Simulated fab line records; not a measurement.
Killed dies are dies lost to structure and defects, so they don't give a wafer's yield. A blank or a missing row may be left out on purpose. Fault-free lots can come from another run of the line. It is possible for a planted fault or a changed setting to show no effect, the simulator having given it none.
A struck lot beside a sound one ; flow n5_finfet ; 36 steps out of a route of 1938
Sound: wafers L546.1, L546.2, L546.5. Wafers struck: L540.4, L540.5, L540.6. At the end, the cause is stated.
Per side, at each step with rows, come the tool, then ch with its chambers, and then its first start. Under that, the readings that differ: sound wafers ; struck wafers ; difference of the means ; sigmas: that difference in standard deviations of wafers without a fault.
alike: a reading whose means differ by less than 2 such deviations, as well as words and numbers matching on both sides. not compared: withheld readings; readings where some wafer has no value; bounds like >300 that might hide an equal value; numbers whose values overlap and for which the record gives no deviation.
The two part at a step that has a row with sigmas, a row that says differs or no value, or rows on one side only. Non-overlapping numbers with no deviation appear without sigmas and do not part them. Lack of a reading on every wafer of one side parts them only where that side has two or more wafers.

first, 9 steps without rows for these wafers: N5_BEOL_M4_ANNEAL_95 (time 240 s); N5_BEOL_M4_SPUTTER_96 (material Cu, target thk 4.5 nm, time 8.29 s); N5_BEOL_M4_ECD_50 (material Cu, target thk 300 nm); N5_BEOL_M4_ANNEAL_51 (time 90 s); N5_BEOL_M4_CMP_52 (polishes, stops on SiOC, t overpolish 6.8 s, target thk 40 nm); N5_BEOL_M4_PRE_CLEAN_60 (time 15 s); N5_BEOL_M4_CO_CAP_55 (material Co, precursor CCTBA/H2, target thk 2 nm, time 102.1 s); N5_BEOL_M4_PRE_CLEAN_56 (time 15 s); N5_BEOL_M4_DEP_57 (deposits SiCN from 3MS/NH3, target thk 8 nm, time 14 s).
N5_BEOL_M4_RC_MEAS_101:
  sound on prober-02 ch 0, day 12 19:34; struck on prober-02 ch 0, day 11 17:20
reading;sound;struck;difference;sigmas
IOFF_P (nA/um);0.19 0.16 0.22;0.21 0.29 0.30;+0.08;+2
ION_P (uA/um);464 457 468;472 485 477;+15;+2
VT_P (mV);-253 -252 -251;-245 -242 -243;+9;+2
  alike: DIBL_N, DIBL_P, IOFF_N, ION_N, SS_N, SS_P, VT_N
then, 24 steps without rows for these wafers: N5_BEOL_M5_ILD_DEP_00 (deposits SiCOH lowk from DEMS/porogen, target thk 140.64 nm, time 25.9 s); N5_BEOL_M5_CURE_79 (cures SiCOH lowk, time 240 s); N5_BEOL_M5_PECVD_70 (deposits SiO2 from TEOS/O2, target thk 16 nm, time 18 s); N5_BEOL_M5_HM_DEP_02 (deposits TiN, target thk 20 nm); N5_BEOL_M5_COAT_59 (time 60 s, resist thk 60 nm); N5_BEOL_M5_COAT_60 (time 60 s, resist thk 12 nm); N5_BEOL_M5_COAT_71 (time 60 s, resist thk 5 nm); N5_BEOL_M5_COAT_05 (resist thk 30 nm); N5_BEOL_M5_EBR_07; N5_BEOL_M5_SOFTBAKE_06 (time 60 s); N5_BEOL_M5_EXPOSE_08 (exposes mask M5, target cd 28 nm); N5_BEOL_M5_PEB_09 (peb time 60 s); N5_BEOL_M5_DEVELOP_10 (develop time 30 s); N5_BEOL_M5_DESCUM_16 (chemistry O2, time 7 s); N5_BEOL_M5_ETCH_72 (etches underlayer in N2/H2, target depth 6.5 nm, time 5.2 s); N5_BEOL_M5_ETCH_61 (etches SiARC in CF4, target depth 15.6 nm, time 26 s); N5_BEOL_M5_ETCH_62 (etches SOC in N2/H2, target depth 75 nm, overetch 15 nm, time 112.5 s); N5_BEOL_M5_STRIP_63 (strips in N2/H2); N5_BEOL_M5_STRIP_73 (strips in N2/H2); N5_BEOL_M5_STRIP_64 (strips in CF4); N5_BEOL_M5_HM_OPEN_17 (chemistry Cl2/BCl3, target TiN, target depth 20 nm, overetch 6 nm); N5_BEOL_M5_STRIP_19 (strips in O2); N5_BEOL_M5_COAT_65 (time 60 s, resist thk 60 nm); N5_BEOL_M5_COAT_66 (time 60 s, resist thk 12 nm).
-- here the record skips 5 days between the struck wafers' starts before and after, leaving off in module BEOL_M5 and picking up in module PASSIVATION (first step shown: number 1929 of the route) --
N5_PASSIVATION_PASS_ETCH_47: etches SiNx in CF4/O2, target depth 770 nm, time 385 s.
  sound on rie_diel-05 ch 0,1,3, day 16 22:15; struck on rie_diel-06 ch 1,2,3, day 16 11:01
  no value came back on the struck wafers for any of 8 readings (O2_flow_sccm (sccm), bias_w (W) and others); on the sound wafers O2_flow_sccm (sccm) reads 9.991 10.025 10.054
  not compared: rf_hours_counter_h
N5_PASSIVATION_PROBE_49:
  struck on prober-02, day 16 14:11; sound on prober-02, day 17 01:53
reading;sound;struck;difference;sigmas
defect_limited_yield (%);93.8 92.2 92.7;0 0 0;-93;-62
killed_at_other;6 7 9;1068 1078 1089;+1071;+99 or more
killed_dies;73 92 86;1180 1180 1180;+1096;+61
killed_on_rim;11 14 14;152 152 152;+139;+31
sort_bin_5_function (%);3.5 4.5 3.9;95.7 96.8 97.4;+92.7;+93
sort_n_pass;1107 1088 1094;0 0 0;-1096;-61
sort_yield_pct (%);93.8 92.2 92.7;0 0 0;-93;-62
  alike: killed_at_M0_to_M3, killed_at_M4_up, killed_at_contacts, killed_at_front_end, killed_open, killed_short, sort_bin_6_memory

WHERE THEY PART
Last at N5_PASSIVATION_PROBE_49 as far as this record goes, first at N5_BEOL_M4_RC_MEAS_101.

WHY: what had been put in by the simulator
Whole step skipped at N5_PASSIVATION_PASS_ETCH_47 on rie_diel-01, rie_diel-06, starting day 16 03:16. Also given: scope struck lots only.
